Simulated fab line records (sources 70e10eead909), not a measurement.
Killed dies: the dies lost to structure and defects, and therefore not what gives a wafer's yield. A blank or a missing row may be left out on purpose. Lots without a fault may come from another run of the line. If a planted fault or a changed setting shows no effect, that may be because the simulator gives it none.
Comparing a struck lot with a sound one | flow nand harc | 15 steps out of a route of 1302
Sound: the wafers L832.3, L832.4, L832.6. Struck: wafer L848.2 (L848.1, L848.4, from the same lot, were not struck and are left out); the cause is given at the end.
For every step that has rows: the tool of each side, followed by ch and its chambers, followed by its first start. Under that, the readings that differ: sound wafers | struck wafers | difference of the means | sigmas: that difference in standard deviations of wafers without a fault.
alike: words and numbers the same on both sides, and readings whose means are apart by under 2 such deviations; not compared: readings that were withheld, readings missing a value for some wafer, numbers with overlapping values and no deviation given by the record, and bounds like >300 which may hide the same value.
The two part at a step that has a row with sigmas, a row that says differs or no value, or rows on one side only. Numbers that don't overlap but have no deviation are shown without sigmas and don't part them. A reading that every wafer of one side lacks parts them only if that side has two wafers or more.

first, 6 steps without rows for these wafers: NHARC_A_CHANNEL_HOLE_D1_COAT_04 (resist thk 90 nm); NHARC_A_CHANNEL_HOLE_D1_SOFTBAKE_05 (time 55 s); NHARC_A_CHANNEL_HOLE_D1_EBR_06; NHARC_A_CHANNEL_HOLE_D1_EXPOSE_07 (exposes mask HOLE D1, target cd 100 nm); NHARC_A_CHANNEL_HOLE_D1_PEB_08 (peb time 65 s); NHARC_A_CHANNEL_HOLE_D1_DEVELOP_09 (develop time 35 s).
NHARC_A_CHANNEL_HOLE_D1_CD_MEAS_10: target cd 100 nm.
  sound on cd sem-02 ch 0, day 9 20:17; struck on cd sem-02 ch 0, day 16 08:05
  alike: cd nm
NHARC_A_CHANNEL_HOLE_D1_OVL_MEAS_11:
  sound on overlay-01, day 9 20:22; struck on overlay-01, day 16 08:10
  alike: overlay x nm, overlay y nm
NHARC_A_CHANNEL_HOLE_D1_INSPECT_12:
  sound on defect inspect-01, day 9 20:24; struck on defect inspect-02, day 16 08:13
  alike: raw defect count
NHARC_A_CHANNEL_HOLE_D1_DESCUM_15: chemistry O2, time 3 s.
  sound on rie diel-03 ch 0,2,3, day 9 20:28; struck on rie diel-03 ch 3, day 16 08:16
  alike: drypump motor current A, oes product au, rf vpp V, showerhead plenum p Torr, throttle valve pct
  not compared: rf hours counter h
NHARC_A_CHANNEL_HOLE_D1_ETCH_38: etches the open film in CF4, target depth 39 nm, time 65 s.
  sound on rie diel-03 ch 0,1,3, day 9 20:33; struck on rie diel-03 ch 1, day 16 08:22
  alike: cf4 flow sccm, drypump motor current A, oes product au, rf vpp V, showerhead plenum p Torr, throttle valve pct
  not compared: rf hours counter h
NHARC_A_CHANNEL_HOLE_D1_ETCH_39: etches the open film in N2/H2, target depth 260 nm, time 325 s.
  sound: rie diel-03 ch 0,2,3; struck: rie diel-03 ch 1
  alike: drypump motor current A, oes product au, rf vpp V, showerhead plenum p Torr, throttle valve pct
  not compared: rf hours counter h
NHARC_A_CHANNEL_HOLE_D1_ETCH_34: etches the open film in CF4/CHF3, target depth 154 nm, time 77 s.
  sound on rie diel-03 ch 0,2, day 9 20:54; struck on rie diel-03 ch 0, day 16 08:42
  reading               | sound             | struck | difference | sigmas
  oes product au (a.u.) | 0.910 0.934 0.914 | 0.835  | -0.084     | -3
  alike: cf4 flow sccm, drypump motor current A, rf vpp V, showerhead plenum p Torr, throttle valve pct
  not compared: rf hours counter h
NHARC_A_CHANNEL_HOLE_D1_ETCH_16: etches the open film in O2/COS, target depth 3100 nm, time 806 s.
  sound: rie diel-03 ch 2,3; struck: rie diel-03 ch 2
  alike: drypump motor current A, oes product au, rf vpp V, showerhead plenum p Torr, throttle valve pct
  not compared: rf hours counter h
-- record jumps: 16 days between struck wafers' starts before vs after; left off in module A_CHANNEL_HOLE_D1, resumes in module END, first step shown is number 1302 of the route --
NHARC_END_SORT_01:
  the record has rows for the struck wafers here (prober-02 ch 0, day 32 00:46) and none for the sound ones

== WHERE THEY PART ==
First at NHARC_A_CHANNEL_HOLE_D1_ETCH_34; last, within this record, at NHARC_END_SORT_01.

WHY: what the simulator had put in
rie diel-03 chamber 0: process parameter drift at NHARC_A_CHANNEL_HOLE_D1_ETCH_34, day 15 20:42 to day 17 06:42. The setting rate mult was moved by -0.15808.
